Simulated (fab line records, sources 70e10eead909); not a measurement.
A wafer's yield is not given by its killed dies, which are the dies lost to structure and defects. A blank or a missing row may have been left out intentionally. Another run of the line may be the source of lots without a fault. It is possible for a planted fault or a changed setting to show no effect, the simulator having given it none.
Which tool is to blame?	flow nand_harc	66 wafers from 22 lots sampled at 6 of the route's 1159 steps

WHAT EACH GAUGE READ, for each wafer
The record holds no reading of a measuring or inspecting step that can be judged against a usual standard deviation.

TOOL THAT RAN EACH LOT (tool first, then ch and the chambers of the sampled wafers, then the start)
lot	NHARC_A_SGD_CUT_DESCUM_14	NHARC_A_SGD_CUT_ETCH_15	NHARC_A_SGD_CUT_STRIP_28	NHARC_A_SLIT_DESCUM_14	NHARC_A_SLIT_STRIP_18	NHARC_A_CONTACT_ETCH_113
L075	rie_diel-11 ch 2,3, day 14 05:50	rie_diel-11 ch 1,2, day 14 17:55 or earlier	rie_diel-01 ch 0,3, day 14 17:55 or earlier	rie_diel-12 ch 0,1, day 14 17:55	rie_diel-12 ch 0,2,3, day 16 19:02 or earlier	har_cap_etch-03 ch 0,1, day 16 19:02
L076	rie_diel-11 ch 0,2,3, day 14 05:59	rie_diel-11 ch 0,3, day 14 18:05 or earlier	rie_diel-04 ch 0,1,3, day 14 18:05 or earlier	rie_diel-07 ch 0,1,3, day 14 18:05	rie_diel-07 ch 0,1,2, day 16 23:43 or earlier	har_cap_etch-02 ch 0, day 16 23:43
L078	rie_diel-04 ch 1,2, day 14 06:20	rie_diel-04 ch 1,2, day 14 18:14 or earlier	rie_diel-11 ch 0,1,2, day 14 18:14 or earlier	rie_diel-07 ch 1,2, day 14 18:14	rie_diel-12 ch 2,3, day 16 18:05 or earlier	har_cap_etch-02 ch 0,1, day 16 18:05
L077	rie_diel-01 ch 0,1,3, day 14 16:26	rie_diel-01 ch 0,3, day 15 01:50 or earlier	rie_diel-11 ch 1,3, day 15 01:50	rie_diel-12 ch 2,3, day 15 06:43	rie_diel-12 ch 1,2,3, day 17 12:28 or earlier	har_cap_etch-02 ch 0,1, day 17 12:28
L079	rie_diel-11 ch 0,1,2, day 14 17:04	rie_diel-11 ch 1,3, day 15 05:52 or earlier	rie_diel-01 ch 0,1,3, day 15 05:52 or earlier	rie_diel-07 ch 0,1,2, day 15 05:52	rie_diel-07 ch 1,2, day 17 06:32 or earlier	har_cap_etch-01 ch 0,1, day 17 06:32
L082	rie_diel-11 ch 0,1,3, day 16 01:04	rie_diel-11 ch 0,3, day 16 13:02 or earlier	rie_diel-04 ch 0,1, day 16 13:02 or earlier	rie_diel-06 ch 1,2, day 16 13:02	rie_diel-12 ch 1,2, day 18 11:33 or earlier	har_cap_etch-03 ch 0,1, day 18 11:33
L081	rie_diel-04 ch 1,2, day 16 01:35	rie_diel-04 ch 0,1,2, day 16 13:44 or earlier	rie_diel-01 ch 0,1, day 16 13:44 or earlier	rie_diel-12 ch 2,3, day 16 13:44	rie_diel-06 ch 0,3, day 18 11:41 or earlier	har_cap_etch-02 ch 1, day 18 11:41
L084	rie_diel-01 ch 1,3, day 16 11:18	rie_diel-01 ch 0,2,3, day 17 01:29 or earlier	rie_diel-01 ch 2,3, day 17 01:29 or earlier	rie_diel-06 ch 2,3, day 17 01:29	rie_diel-12 ch 1,3, day 18 23:05 or earlier	har_cap_etch-01 ch 0,1, day 18 23:05
L085	rie_diel-04 ch 1,2,3, day 16 12:17	rie_diel-04 ch 0,1,3, day 17 00:48 or earlier	rie_diel-04 ch 1,2,3, day 17 00:48 or earlier	rie_diel-06 ch 0,1,3, day 17 00:48	rie_diel-07 ch 0,2,3, day 19 01:42 or earlier	har_cap_etch-02 ch 0,1, day 19 01:42
L083	rie_diel-01 ch 1,2, day 16 13:02	rie_diel-01 ch 0,2,3, day 17 02:53 or earlier	rie_diel-11 ch 0,1, day 17 02:53 or earlier	rie_diel-06 ch 1,2,3, day 17 02:53	rie_diel-12 ch 0,2,3, day 19 05:28 or earlier	har_cap_etch-01 ch 1, day 19 05:28
L087	rie_diel-04 ch 1,2,3, day 16 21:31	rie_diel-04 ch 0,2,3, day 17 03:50 or earlier	rie_diel-11 ch 2,3, day 17 03:50	rie_diel-07 ch 2,3, day 17 08:43	rie_diel-12 ch 0,2, day 19 09:23 or earlier	har_cap_etch-01 ch 0,1, day 19 09:23
L086	rie_diel-01 ch 0,2, day 16 21:47	rie_diel-01 ch 0,3, day 17 08:35 or earlier	rie_diel-01 ch 0,2, day 17 08:35 or earlier	rie_diel-12 ch 1,2,3, day 17 08:35	rie_diel-07 ch 0,1,2, day 19 04:20 or earlier	har_cap_etch-03 ch 0,1, day 19 04:20
L090	rie_diel-11 ch 1,2,3, day 17 02:52	rie_diel-11 ch 0,1,3, day 17 13:58 or earlier	rie_diel-04 ch 0,1,2, day 17 13:58 or earlier	rie_diel-12 ch 1,2, day 17 13:58	rie_diel-07 ch 2,3, day 19 15:23 or earlier	har_cap_etch-03 ch 0,1, day 19 15:23
L088	rie_diel-01 ch 2,3, day 17 03:09	rie_diel-01 ch 0,2,3, day 17 14:13 or earlier	rie_diel-11 ch 1,2, day 17 14:13 or earlier	rie_diel-06 ch 0,1,2, day 17 14:13	rie_diel-12 ch 0,2,3, day 19 14:45 or earlier	har_cap_etch-02 ch 0,1, day 19 14:45
L089	rie_diel-11 ch 0,1,3, day 18 00:20	rie_diel-11 ch 0,2, day 18 11:41 or earlier	rie_diel-11 ch 0,2, day 18 11:41 or earlier	rie_diel-12 ch 0,1,2, day 18 11:41	rie_diel-07 ch 1,2, day 20 08:29 or earlier	har_cap_etch-01 ch 0,1, day 20 08:29
L094	rie_diel-01 ch 1,2,3, day 18 06:10	rie_diel-01 ch 0,1, day 18 16:40 or earlier	rie_diel-04 ch 1,3, day 18 16:40 or earlier	rie_diel-07 ch 0,1,3, day 18 16:40	rie_diel-12 ch 1,3, day 20 15:00 or earlier	har_cap_etch-03 ch 0, day 20 15:00
L092	rie_diel-04 ch 1,2, day 18 06:36	rie_diel-04 ch 1,2, day 18 16:59 or earlier	rie_diel-01 ch 0,3, day 18 16:59 or earlier	rie_diel-12 ch 1,2,3, day 18 16:59	rie_diel-12 ch 1,2,3, day 20 21:23 or earlier	har_cap_etch-03 ch 0,1, day 20 21:23
L091	rie_diel-11 ch 0,1,3, day 18 06:46	rie_diel-11 ch 1,3, day 18 16:49 or earlier	rie_diel-11 ch 1,3, day 18 16:49 or earlier	rie_diel-12 ch 0,2,3, day 18 16:49	rie_diel-07 ch 1,2, day 20 18:37 or earlier	har_cap_etch-01 ch 0, day 20 18:37
L093	rie_diel-04 ch 0,2,3, day 19 04:07	rie_diel-04 ch 2,3, day 19 10:34 or earlier	rie_diel-04 ch 0,2,3, day 19 10:34	rie_diel-12 ch 1,2,3, day 19 14:38	rie_diel-07 ch 0,2,3, day 21 14:40 or earlier	har_cap_etch-02 ch 0,1, day 21 14:40
L096	rie_diel-04 ch 1,2, day 19 22:02	rie_diel-04 ch 0,2,3, day 20 04:10 or earlier	rie_diel-01 ch 0,3, day 20 04:10	rie_diel-12 ch 1,2,3, day 20 08:32	rie_diel-06 ch 0,1, day 22 12:04 or earlier	har_cap_etch-01 ch 0,1, day 22 12:04
L095	rie_diel-11 ch 0,2, day 19 22:13	rie_diel-11 ch 0,1, day 20 07:38 or earlier	rie_diel-11 ch 1,3, day 20 07:38 or earlier	rie_diel-06 ch 0,1,3, day 20 07:38	rie_diel-07 ch 0,1,3, day 22 10:56 or earlier	har_cap_etch-03 ch 0,1, day 22 10:56
L097	rie_diel-01 ch 2,3, day 19 22:24	rie_diel-01 ch 1,2,3, day 20 09:18 or earlier	rie_diel-04 ch 0,2,3, day 20 09:18 or earlier	rie_diel-07 ch 1,2,3, day 20 09:18	rie_diel-06 ch 1,2, day 22 05:39 or earlier	har_cap_etch-02 ch 0,1, day 22 05:39
- NHARC_A_SGD_CUT_DESCUM_14: chemistry O2, time 3 s.
- NHARC_A_SGD_CUT_ETCH_15: etches the open film in CH3F/O2, target depth 75 nm, time 64.3 s.
- NHARC_A_SGD_CUT_STRIP_28: strips in O2, time 20 s.
- NHARC_A_SLIT_DESCUM_14: chemistry O2, time 3 s.
- NHARC_A_SLIT_STRIP_18: strips in O2.
- NHARC_A_CONTACT_ETCH_113: etches the open film in C4F8/O2/Ar, time 94 s, target depth 922 nm.

AS READ BY THE TOOLS THEMSELVES (means over the sampled wafers that have a number; for cases with no such wafer, the mark the record gives instead)
NHARC_A_SGD_CUT_DESCUM_14. Usual: drypump_motor_current_A 5.6 A, standard deviation 0.33; oes_product_au 0.997 a.u., standard deviation 0.011; rf_vpp_V 57.8 V, standard deviation 0.89; showerhead_plenum_p_Torr 1.92 Torr, standard deviation 0.077; throttle_valve_pct 11.312 %, standard deviation 0.0096.
lot	tool	drypump_motor_current_A (A)	oes_product_au (a.u.)	rf_vpp_V (V)	showerhead_plenum_p_Torr (Torr)	throttle_valve_pct (%)	flag
L075	rie_diel-11	5.9	1.011	57.1	1.81	11.314	
L076	rie_diel-11	5.8	1.000	57.3	1.86	11.311	
L078	rie_diel-04	5.5	1.002	58.2	1.95	11.314	
L077	rie_diel-01	5.3	0.985	57.2	1.93	11.316	
L079	rie_diel-11	5.8	1.009	58.4	1.93	11.313	
L082	rie_diel-11	5.7	1.000	58.0	1.95	11.314	
L081	rie_diel-04	5.5	0.997	58.2	1.95	11.315	
L084	rie_diel-01	5.2	0.985	56.9	1.88	11.311	
L085	rie_diel-04	5.7	0.999	58.4	1.94	11.319	
L083	rie_diel-01	5.5	1.000	57.7	1.92	11.311	
L087	rie_diel-04	5.6	0.995	57.7	1.94	11.318	
L086	rie_diel-01	5.4	0.994	57.5	1.93	11.312	
L090	rie_diel-11	5.8	0.999	57.6	1.89	11.317	
L088	rie_diel-01	5.1	0.994	58.0	1.85	11.324	
L089	rie_diel-11	5.6	0.998	58.6	1.95	11.303	
L094	rie_diel-01	5.3	0.994	58.2	1.90	11.317	
L092	rie_diel-04	5.5	1.001	57.6	1.94	11.307	
L091	rie_diel-11	5.7	0.997	57.0	1.95	11.309	
L093	rie_diel-04	5.8	1.005	58.6	1.98	11.322	
L096	rie_diel-04	5.5	1.005	57.7	1.94	11.312	
L095	rie_diel-11	5.8	0.990	57.8	1.90	11.304	
L097	rie_diel-01	5.0	0.987	57.7	1.85	11.307	

NHARC_A_SGD_CUT_ETCH_15. Usual: drypump_motor_current_A 5.6 A, standard deviation 0.32; oes_product_au 0.959 a.u., standard deviation 0.016; rf_vpp_V 264.2 V, standard deviation 1.6; showerhead_plenum_p_Torr 2.48 Torr, standard deviation 0.096; throttle_valve_pct 20.662 %, standard deviation 0.0098.
lot	tool	drypump_motor_current_A (A)	oes_product_au (a.u.)	rf_vpp_V (V)	showerhead_plenum_p_Torr (Torr)	throttle_valve_pct (%)	flag
L075	rie_diel-11	5.7	0.988	264.9	2.52	20.664	
L076	rie_diel-11	5.7	0.958	262.3	2.41	20.655	
L078	rie_diel-04	5.6	0.938	264.9	2.50	20.657	
L077	rie_diel-01	5.0	0.941	263.1	2.42	20.672	
L079	rie_diel-11	5.7	0.980	265.4	2.54	20.657	
L082	rie_diel-11	5.7	0.972	263.6	2.46	20.660	
L081	rie_diel-04	5.7	0.961	264.5	2.54	20.675	
L084	rie_diel-01	5.2	0.961	264.5	2.45	20.660	
L085	rie_diel-04	5.9	0.934	266.5	2.54	20.666	
L083	rie_diel-01	5.2	0.926	264.6	2.45	20.664	
L087	rie_diel-04	5.8	0.942	264.9	2.54	20.672	
L086	rie_diel-01	5.2	0.973	264.0	2.48	20.657	
L090	rie_diel-11	5.7	0.963	264.4	2.50	20.660	
L088	rie_diel-01	5.2	0.967	263.9	2.45	20.657	
L089	rie_diel-11	5.9	0.968	262.9	2.36	20.660	
L094	rie_diel-01	5.4	0.962	265.6	2.54	20.649	
L092	rie_diel-04	5.5	0.957	264.4	2.50	20.659	
L091	rie_diel-11	5.7	0.966	263.4	2.44	20.670	
L093	rie_diel-04	5.7	0.959	264.4	2.49	20.660	
L096	rie_diel-04	5.8	0.971	264.4	2.54	20.669	
L095	rie_diel-11	5.6	0.953	264.7	2.55	20.670	
L097	rie_diel-01	5.3	0.952	263.7	2.44	20.661	

NHARC_A_SGD_CUT_STRIP_28. Usual: drypump_motor_current_A 5.6 A, standard deviation 0.33; oes_product_au 0.997 a.u., standard deviation 0.01; rf_vpp_V 57.8 V, standard deviation 0.89; showerhead_plenum_p_Torr 3.56 Torr, standard deviation 0.14; throttle_valve_pct 17.037 %, standard deviation 0.009.
lot	tool	drypump_motor_current_A (A)	oes_product_au (a.u.)	rf_vpp_V (V)	showerhead_plenum_p_Torr (Torr)	throttle_valve_pct (%)	flag
L075	rie_diel-01	5.2	0.988	57.9	3.56	17.035	
L076	rie_diel-04	5.9	1.008	57.9	3.64	17.026	
L078	rie_diel-11	5.7	1.014	57.3	3.56	17.038	
L077	rie_diel-11	5.7	1.015	58.1	3.64	17.041	
L079	rie_diel-01	5.3	0.991	58.6	3.55	17.032	
L082	rie_diel-04	6.0	1.001	58.7	3.70	17.038	
L081	rie_diel-01	5.6	0.995	58.7	3.63	17.041	
L084	rie_diel-01	5.2	0.995	57.3	3.47	17.033	
L085	rie_diel-04	5.6	0.998	57.7	3.58	17.035	
L083	rie_diel-11	5.6	0.999	58.2	3.72	17.035	
L087	rie_diel-11	6.0	0.994	57.3	3.33	17.037	
L086	rie_diel-01	5.4	1.002	57.8	3.55	17.036	
L090	rie_diel-04	5.8	0.999	57.9	3.64	17.049	
L088	rie_diel-11	5.9	0.992	57.2	3.46	17.037	
L089	rie_diel-11	5.9	0.994	58.1	3.40	17.029	
L094	rie_diel-04	5.7	0.986	57.9	3.58	17.039	
L092	rie_diel-01	5.2	0.981	57.9	3.56	17.040	
L091	rie_diel-11	5.7	0.988	57.5	3.51	17.034	
L093	rie_diel-04	5.8	0.995	58.1	3.64	17.042	
L096	rie_diel-01	5.2	0.986	57.2	3.56	17.037	
L095	rie_diel-11	5.7	0.983	57.1	3.51	17.034	
L097	rie_diel-04	5.8	1.003	57.4	3.64	17.033	

NHARC_A_SLIT_DESCUM_14. Usual: drypump_motor_current_A 5.7 A, standard deviation 0.53; oes_product_au 1.002 a.u., standard deviation 0.012; rf_vpp_V 57.8 V, standard deviation 0.9; showerhead_plenum_p_Torr 1.91 Torr, standard deviation 0.063; throttle_valve_pct 11.311 %, standard deviation 0.0089.
lot	tool	drypump_motor_current_A (A)	oes_product_au (a.u.)	rf_vpp_V (V)	showerhead_plenum_p_Torr (Torr)	throttle_valve_pct (%)	flag
L075	rie_diel-12	6.1	1.018	58.1	1.97	11.319	
L076	rie_diel-07	5.6	1.003	59.3	1.92	11.311	
L078	rie_diel-07	5.7	0.991	56.4	1.87	11.316	
L077	rie_diel-12	5.4	1.014	57.6	1.88	11.314	
L079	rie_diel-07	5.6	0.994	58.2	1.91	11.315	
L082	rie_diel-06	5.8	1.003	57.7	1.82	11.311	
L081	rie_diel-12	5.8	1.010	57.2	1.89	11.310	
L084	rie_diel-06	5.5	0.998	58.5	1.92	11.310	
L085	rie_diel-06	5.3	1.015	57.3	1.91	11.311	
L083	rie_diel-06	5.7	1.011	57.9	1.87	11.313	
L087	rie_diel-07	5.9	1.004	57.6	1.84	11.312	
L086	rie_diel-12	5.9	1.003	58.6	1.92	11.306	
L090	rie_diel-12	6.0	0.992	57.5	1.95	11.309	
L088	rie_diel-06	5.6	1.007	57.1	1.86	11.312	
L089	rie_diel-12	5.8	0.998	58.2	1.94	11.316	
L094	rie_diel-07	5.6	0.993	57.8	1.92	11.314	
L092	rie_diel-12	5.9	1.003	57.8	1.92	11.322	
L091	rie_diel-12	5.7	1.001	58.2	1.91	11.296	
L093	rie_diel-12	5.9	0.998	58.1	1.92	11.316	
L096	rie_diel-12	5.9	0.998	57.9	1.92	11.304	
L095	rie_diel-06	5.3	1.000	57.1	1.90	11.309	
L097	rie_diel-07	5.8	0.987	58.8	1.85	11.315	

NHARC_A_SLIT_STRIP_18. Usual: drypump_motor_current_A 5.7 A, standard deviation 0.5; oes_product_au 0.999 a.u., standard deviation 0.012; rf_vpp_V 57.8 V, standard deviation 0.84; showerhead_plenum_p_Torr 3.51 Torr, standard deviation 0.11; throttle_valve_pct 17.035 %, standard deviation 0.009.
lot	tool	drypump_motor_current_A (A)	oes_product_au (a.u.)	rf_vpp_V (V)	showerhead_plenum_p_Torr (Torr)	throttle_valve_pct (%)	flag
L075	rie_diel-12	5.7	1.004	57.4	3.52	17.040	
L076	rie_diel-07	5.6	0.990	57.9	3.52	17.028	
L078	rie_diel-12	5.9	1.002	57.5	3.48	17.034	
L077	rie_diel-12	5.9	1.008	58.2	3.54	17.039	
L079	rie_diel-07	5.9	0.990	57.6	3.40	17.036	
L082	rie_diel-12	5.5	1.012	57.9	3.53	17.031	
L081	rie_diel-06	5.1	1.003	57.7	3.61	17.044	
L084	rie_diel-12	6.4	0.992	57.5	3.60	17.033	
L085	rie_diel-07	5.7	0.994	57.9	3.49	17.030	
L083	rie_diel-12	5.7	1.007	58.6	3.52	17.040	
L087	rie_diel-12	5.3	1.001	57.9	3.52	17.033	
L086	rie_diel-07	5.6	1.001	57.5	3.51	17.043	
L090	rie_diel-07	6.0	0.992	58.1	3.37	17.036	
L088	rie_diel-12	5.7	0.999	57.4	3.52	17.033	
L089	rie_diel-07	5.7	0.992	57.6	3.45	17.030	
L094	rie_diel-12	6.4	0.995	58.0	3.60	17.043	
L092	rie_diel-12	5.9	1.004	56.8	3.54	17.042	
L091	rie_diel-07	5.9	0.998	57.6	3.40	17.044	
L093	rie_diel-07	5.7	0.993	57.1	3.49	17.031	
L096	rie_diel-06	5.5	0.988	58.3	3.42	17.033	
L095	rie_diel-07	5.6	0.995	57.7	3.54	17.039	
L097	rie_diel-06	6.0	0.984	58.6	3.37	17.035	

THE ANSWER, worked out from the rows above alone
Rule: a lot counts as off when the mean over its wafers that have a number is more than 3 standard deviations away from the usual mean. A lot without any number at a reading at which 4 lots or more have one is off too. Any other lot the step has rows for is counted as sound. After the gauges, taken in route order, come the tools' own readings; for these a lot's mean is taken, as printed above. The first step at which some lot is off is used, and at that step the reading that is off furthest; a lot without a number counts as furthest.
Across all readings shown, no lot is off: no conclusion can be drawn from this.

WHAT WAS PUT IN BY THE SIMULATOR
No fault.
